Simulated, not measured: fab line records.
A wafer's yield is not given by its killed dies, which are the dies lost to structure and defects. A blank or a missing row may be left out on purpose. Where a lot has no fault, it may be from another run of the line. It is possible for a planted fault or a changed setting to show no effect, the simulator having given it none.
Split-lot trial | flow n5 finfet | 7 lots, 39 wafers read, on a route of 1938 steps

## ABOUT THE SPLIT
At N5_ZERO_LAYER_PECVD_02 (deposits SiO2 from SiH4/N2O, target thk 10 nm, time 6 s), the setting time s was moved away from the recipe's 6 s on 15 of the 39 wafers read, by -42.5% to +34.6%. For the rest of the wafers, this setting stayed at what the recipe calls for.

The reading comes from the split's own step.

## THE READING
SiO2_of_ZERO_LAYER_PECVD_02.thk nm (the simulator's own value, which no gauge read), in nm, at N5_ZERO_LAYER_PECVD_02 (deposits SiO2 from SiH4/N2O, target thk 10 nm, time 6 s). There is no usual value for it anywhere in the file. Across the 24 wafers here that went through the recipe, the average is 10.037 nm and the standard deviation 0.14 nm.

wafer  | tool, chamber at the split | time s as run, s | against the recipe | SiO2_of_ZERO_LAYER_PECVD_02.thk nm, nm | against lot-mates on the recipe
L075.2 | pecvd-03, 1                | 6                | recipe             | 9.759                                  | -
L075.3 | pecvd-03, 0                | 6                | recipe             | 9.86                                   | -
L075.4 | pecvd-03, 1                | 6                | recipe             | 9.928                                  | -
L076.1 | pecvd-02, 2                | 4.216            | -29.7%             | 7.038                                  | -3.135
L076.2 | pecvd-02, 0                | 4.216            | -29.7%             | 7.276                                  | -2.897
L076.3 | pecvd-02, 1                | 6                | recipe             | 10.07                                  | -
L076.4 | pecvd-02, 2                | 6                | recipe             | 10.21                                  | -
L076.5 | pecvd-02, 1                | 4.216            | -29.7%             | 7.118                                  | -3.055
L076.6 | pecvd-02, 0                | 6                | recipe             | 10.24                                  | -
L082.1 | pecvd-02, 1                | 3.452            | -42.5%             | 5.669                                  | -4.331
L082.2 | pecvd-02, 0                | 6                | recipe             | 9.969                                  | -
L082.3 | pecvd-02, 2                | 6                | recipe             | 10.02                                  | -
L082.4 | pecvd-02, 1                | 3.452            | -42.5%             | 5.818                                  | -4.182
L082.5 | pecvd-02, 2                | 6                | recipe             | 10.01                                  | -
L082.6 | pecvd-02, 0                | 3.452            | -42.5%             | 5.831                                  | -4.169
L086.1 | pecvd-04, 2                | 6                | recipe             | 10.11                                  | -
L086.2 | pecvd-04, 1                | 6                | recipe             | 10.03                                  | -
L086.3 | pecvd-04, 0                | 4.174            | -30.4%             | 6.981                                  | -3.106
L086.4 | pecvd-04, 2                | 6                | recipe             | 10.12                                  | -
L086.5 | pecvd-04, 0                | 4.174            | -30.4%             | 7.076                                  | -3.011
L086.6 | pecvd-04, 1                | 4.174            | -30.4%             | 7.207                                  | -2.880
L092.1 | pecvd-04, 0                | 6                | recipe             | 9.943                                  | -
L092.2 | pecvd-04, 2                | 6                | recipe             | 10.02                                  | -
L092.3 | pecvd-04, 0                | 6                | recipe             | 10.16                                  | -
L092.4 | pecvd-04, 2,0              | 6                | recipe             | 10.22                                  | -
L092.5 | pecvd-04, 2,0              | 6                | recipe             | 10.22                                  | -
L092.6 | pecvd-04, 2                | 6                | recipe             | 10.23                                  | -
L093.1 | pecvd-02, 1                | 6                | recipe             | 9.862                                  | -
L093.2 | pecvd-02, 0                | 5.035            | -16.1%             | 8.189                                  | -1.730
L093.3 | pecvd-02, 2                | 6                | recipe             | 9.796                                  | -
L093.4 | pecvd-02, 0                | 5.035            | -16.1%             | 8.344                                  | -1.575
L093.5 | pecvd-02, 2                | 6                | recipe             | 10.1                                   | -
L093.6 | pecvd-02, 1                | 5.035            | -16.1%             | 8.356                                  | -1.563
L097.1 | pecvd-03, 2                | 8.075            | +34.6%             | 13.34                                  | +3.340
L097.2 | pecvd-03, 1                | 8.075            | +34.6%             | 13.28                                  | +3.280
L097.3 | pecvd-03, 0                | 8.075            | +34.6%             | 13.35                                  | +3.350
L097.4 | pecvd-03, 2                | 6                | recipe             | 9.989                                  | -
L097.5 | pecvd-03, 0                | 6                | recipe             | 9.97                                   | -
L097.6 | pecvd-03, 1                | 6                | recipe             | 10.04                                  | -
If several chambers appear in one row, that row covers several wafers at once and the file leaves open which wafer was in which chamber.

THE FIT
A straight line over all 39 wafers: SiO2_of_ZERO_LAYER_PECVD_02.thk nm changes by +0.0979 nm for each +1% of time s; r = +1.00; the points scatter about the line by 0.13 nm.
The same after taking each lot's own level away (the mean of its wafers on the recipe; 39 wafers): +0.0987 nm for each +1%; r = +1.00; scatter 0.09 nm.
That fit puts the effect of the largest move of time s on the reading at 4.2 nm.
Measured against the standard deviation above, the lots' own levels, which go from 9.8490 to 10.1733 nm, span 2.4 times it.
The two slopes are in agreement: the lot-to-lot level therefore moves the slope only a little.
Check: with one of the wafers moved furthest among these (-42.5%) left out of the fit, the line predicts -4.19 nm for it against its lot-mates. Against them it came out at -4.33 nm.

## THE FILE'S OWN FIT
SiO2_of_ZERO_LAYER_PECVD_02.thk nm changes by +0.099 nm for each +1% of time s, r = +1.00.
